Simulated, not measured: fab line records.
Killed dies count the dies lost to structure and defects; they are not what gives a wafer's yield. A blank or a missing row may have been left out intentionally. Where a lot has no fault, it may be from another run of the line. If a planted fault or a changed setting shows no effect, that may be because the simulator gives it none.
Which tool was responsible?    flow nandHarc    Sampling: 24 lots, 72 wafers, 2 of 1159 route steps

== WHAT THE GAUGES SHOWED, per wafer ==
NHARC_A_CONTACT_CD_MEAS_53.
lot   measured      on        cdNm (nm)
L075  day 16 09:17  cdSem-02  190.7 191.6 190.4
L076  day 16 12:02  cdSem-02  190.2 189.2 189.6
L074  day 16 22:17  cdSem-02  190.4 189.7 190.5
L079  day 17 14:32  cdSem-03  190.0 190.0 190.4
L080  day 17 19:19  cdSem-01  189.7 190.1 190.5
L077  day 17 21:35  cdSem-02  187.2 188.3 187.9
L078  day 18 05:01  cdSem-03  190.1 191.1 189.6
L081  day 18 08:29  cdSem-01  189.3 189.5 189.3
L083  day 18 20:39  cdSem-03  189.0 189.0 189.8
L082  day 18 20:49  cdSem-02  190.1 190.3 189.3
L084  day 19 00:55  cdSem-01  189.4 189.6 190.5
L085  day 19 12:40  cdSem-03  190.6 189.7 190.2
L088  day 19 12:58  cdSem-03  188.9 188.7 189.2
L086  day 20 00:26  cdSem-02  190.2 190.1 189.8
L090  day 20 10:16  cdSem-03  189.4 189.7 189.9
L087  day 20 11:46  cdSem-03  189.4 189.1 189.6
L089  day 20 13:04  cdSem-01  188.7 188.0 188.2
L091  day 20 17:19  cdSem-01  189.3 189.1 189.5
L093  day 21 07:53  cdSem-03  189.5 190.2 189.7
L094  day 21 11:40  cdSem-01  189.8 189.1 189.7
L092  day 21 12:53  cdSem-03  189.9 189.4 189.3
L095  day 21 16:45  cdSem-02  188.8 188.6 188.6
L096  day 22 03:38  cdSem-01  189.5 189.4 189.7
L097  day 22 16:34  cdSem-02  188.8 190.4 190.1

== TOOL THAT RAN EACH LOT (tool first, then ch and the chambers of the sampled wafers, then the start) ==
lot   NHARC_A_CONTACT_ETCH_90
L075  rieDiel-03 ch 0,2,3, day 16 09:05
L076  rieDiel-09 ch 0,1,2, day 16 11:49
L074  rieDiel-09 ch 1,3, day 16 22:05
L079  rieDiel-09 ch 0,1,2, day 17 14:20
L080  rieDiel-09 ch 0,1, day 17 19:06
L077  rieDiel-09 ch 1,2, day 17 21:22
L078  rieDiel-02 ch 1,2,3, day 18 04:48
L081  rieDiel-09 ch 0,2, day 18 08:14
L083  rieDiel-03 ch 0,2,3, day 18 20:26
L082  rieDiel-02 ch 1,2,3, day 18 20:36
L084  rieDiel-02 ch 0,1,3, day 19 00:41
L085  rieDiel-03 ch 0,2,3, day 19 12:26
L088  rieDiel-09 ch 0,1,3, day 19 12:39
L086  rieDiel-02 ch 0,2, day 20 00:13
L090  rieDiel-09 ch 1,2,3, day 20 10:04
L087  rieDiel-09 ch 0,1,2, day 20 11:34
L089  rieDiel-09 ch 2,3, day 20 12:50
L091  rieDiel-09 ch 0,1, day 20 17:06
L093  rieDiel-09 ch 0,3, day 21 07:39
L094  rieDiel-09 ch 1,2, day 21 11:26
L092  rieDiel-09 ch 0,1,2, day 21 12:40
L095  rieDiel-09 ch 0,1,2, day 21 16:34
L096  rieDiel-09 ch 0,1,2, day 22 03:25
L097  rieDiel-09 ch 0,1,2, day 22 16:20
- NHARC_A_CONTACT_ETCH_90: etches the open film in CH3F/O2, target depth 40 nm, time 85.7 s.

== AS READ BY THE TOOLS THEMSELVES (means over the sampled wafers that have a number; for cases with no such wafer, the mark the record gives instead) ==
NHARC_A_CONTACT_ETCH_90.
lot   tool        biasW (W)  drypumpMotorCurrentA (A)  oesProductAu (a.u.)  rfVppV (V)  showerheadPlenumPTorr (Torr)  throttleValvePct (%)
L075  rieDiel-03  100.0      5.8                       0.93                 244.1       2.44                          20.658
L076  rieDiel-09  100.4      5.8                       0.92                 242.4       2.31                          20.657
L074  rieDiel-09  100.0      5.9                       1.00                 243.6       2.43                          20.657
L079  rieDiel-09  99.7       5.7                       0.92                 241.9       2.31                          20.652
L080  rieDiel-09  99.8       5.6                       0.93                 241.8       2.32                          20.658
L077  rieDiel-09  100.3      5.7                       0.93                 242.7       2.30                          20.668
L078  rieDiel-02  100.1      5.8                       1.00                 247.3       2.56                          20.662
L081  rieDiel-09  100.0      5.9                       0.99                 242.3       2.31                          20.672
L083  rieDiel-03  100.2      5.8                       0.99                 243.9       2.44                          20.666
L082  rieDiel-02  100.0      5.7                       1.00                 246.0       2.56                          20.667
L084  rieDiel-02  99.9       5.9                       1.01                 244.4       2.56                          20.658
L085  rieDiel-03  100.1      5.8                       0.93                 244.3       2.43                          20.665
L088  rieDiel-09  99.9       5.8                       0.99                 242.6       2.38                          20.666
L086  rieDiel-02  100.1      6.1                       0.93                 242.7       2.37                          20.664
L090  rieDiel-09  100.0      5.9                       0.97                 244.6       2.49                          20.658
L087  rieDiel-09  99.8       5.8                       0.93                 243.6       2.44                          20.660
L089  rieDiel-09  100.5      6.1                       1.00                 245.7       2.55                          20.664
L091  rieDiel-09  100.0      5.6                       1.00                 242.3       2.32                          20.659
L093  rieDiel-09  100.5      6.0                       1.00                 243.9       2.44                          20.664
L094  rieDiel-09  99.7       5.8                       0.92                 244.4       2.55                          20.652
L092  rieDiel-09  100.0      5.8                       1.00                 244.2       2.44                          20.665
L095  rieDiel-09  100.0      5.8                       0.93                 243.9       2.44                          20.657
L096  rieDiel-09  99.5       5.8                       0.99                 244.0       2.44                          20.664
L097  rieDiel-09  100.1      5.8                       1.00                 243.8       2.43                          20.661

== THE ANSWER, worked out from the rows above alone ==
Rule: the usual values come from the lots themselves. Put in order of their means at a reading, lots are off if they are a third of the lots or fewer, leave a main group of 4 or more, and stand apart from it by a gap of 3 or more times the standard deviation of the main group's means; of several such gaps the widest counts. If all means in a main group match to the digits the tables above print for the reading, that group is not used. Also off: a lot with no number at a reading for which 4 or more lots have one. Where the step has rows for the other lots, those lots are counted as sound. After the gauges, taken in route order, come the tools' own readings; for these a lot's mean is taken, as printed above. The first step at which some lot is off is used, and at that step the reading that is off furthest; a lot without a number counts as furthest.
No lot is off on any of the readings shown, so nothing can be concluded from this.

== WHAT WAS PUT IN BY THE SIMULATOR ==
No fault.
